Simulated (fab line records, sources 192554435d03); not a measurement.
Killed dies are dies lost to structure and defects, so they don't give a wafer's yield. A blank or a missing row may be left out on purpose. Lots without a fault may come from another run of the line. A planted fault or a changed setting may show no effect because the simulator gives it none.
Which tool did it? | flow n5_finfet | 11 lots, 33 wafers sampled, at 4 steps of a route of 1938

WHAT THE GAUGES READ, wafer by wafer
N5_BEOL_M1_OVL_MEAS_12.
lot  | measured     | on         | M1_OVL (nm)
L626 | day 6 04:09  | overlay-01 | 0.7 -0.1 0.4
L627 | day 6 06:51  | overlay-01 | 0.4 0.5 0.2
L628 | day 6 07:19  | overlay-01 | -0.5 0.4 -0.8
L630 | day 6 23:28  | overlay-02 | 0.3 0.3 -0.7
L639 | day 9 11:02  | overlay-02 | -0.7 0.5 -0.3
L640 | day 9 23:52  | overlay-02 | -0.1 -0.1 0.4
L642 | day 9 23:56  | overlay-01 | 1.8 1.3 1.0
L643 | day 10 03:02 | overlay-02 | 0.3 -0.6 -1.1
L644 | day 10 16:26 | overlay-02 | 0.1 0.3 1.1
L646 | day 10 22:13 | overlay-01 | 0.1 -1.0 0.1
L648 | day 11 10:26 | overlay-01 | 0.1 -0.4 0.4

WHICH TOOL RAN EACH LOT (tool, then ch and the chambers of the sampled wafers, then the start)
lot  | N5_BEOL_M0_ANNEAL_117        | N5_BEOL_M0_ANNEAL_135        | N5_BEOL_M1_COAT_73
L626 | pvd_sputter-02, day 6 00:41  | pvd_sputter-02, day 6 00:55  | litho_track-05 ch 0, day 6 03:51
L627 | pvd_sputter-03, day 6 02:52  | pvd_sputter-03, day 6 03:06  | litho_track-04 ch 0, day 6 06:33
L628 | pvd_sputter-03, day 6 04:14  | pvd_sputter-03, day 6 04:28  | litho_track-05 ch 0, day 6 06:53
L630 | pvd_sputter-03, day 6 20:40  | pvd_sputter-03, day 6 20:54  | litho_track-04 ch 0, day 6 23:05
L639 | pvd_sputter-01, day 9 08:50  | pvd_sputter-01, day 9 09:06  | litho_track-05 ch 0, day 9 10:37
L640 | pvd_sputter-02, day 9 20:14  | pvd_sputter-02, day 9 20:28  | litho_track-05 ch 0, day 9 23:34
L642 | pvd_sputter-03, day 9 20:29  | pvd_sputter-03, day 9 20:43  | litho_track-03 ch 0, day 9 23:38
L643 | pvd_sputter-01, day 10 00:51 | pvd_sputter-01, day 10 01:07 | litho_track-04 ch 0, day 10 02:44
L644 | pvd_sputter-01, day 10 10:32 | pvd_sputter-01, day 10 10:49 | litho_track-03 ch 0, day 10 16:09
L646 | pvd_sputter-03, day 10 18:36 | pvd_sputter-03, day 10 18:50 | litho_track-03 ch 0, day 10 21:44
L648 | pvd_sputter-02, day 11 08:04 | pvd_sputter-02, day 11 08:18 | litho_track-03 ch 0, day 11 10:01
- N5_BEOL_M0_ANNEAL_117: time 60 s.
- N5_BEOL_M0_ANNEAL_135: time 60 s.
- N5_BEOL_M1_COAT_73: time 60 s, resist thk 5 nm.

THE ANSWER, worked out from the rows above alone
Rule: what is usual is taken from the lots themselves. Put in order of their means at a reading, lots are off if they are a third of the lots or fewer, leave a main group of 4 or more, and stand apart from it by a gap of 3 or more times the standard deviation of the main group's means; of several such gaps the widest counts. A main group whose means are all the same, to the digits that the tables above print for the reading, isn't used. A lot without any number at a reading at which 4 lots or more have one is off too. The other lots that the step has rows for count as sound.
No lot is off at any reading shown: from this, nothing can be told.

WHAT THE SIMULATOR HAD PUT IN
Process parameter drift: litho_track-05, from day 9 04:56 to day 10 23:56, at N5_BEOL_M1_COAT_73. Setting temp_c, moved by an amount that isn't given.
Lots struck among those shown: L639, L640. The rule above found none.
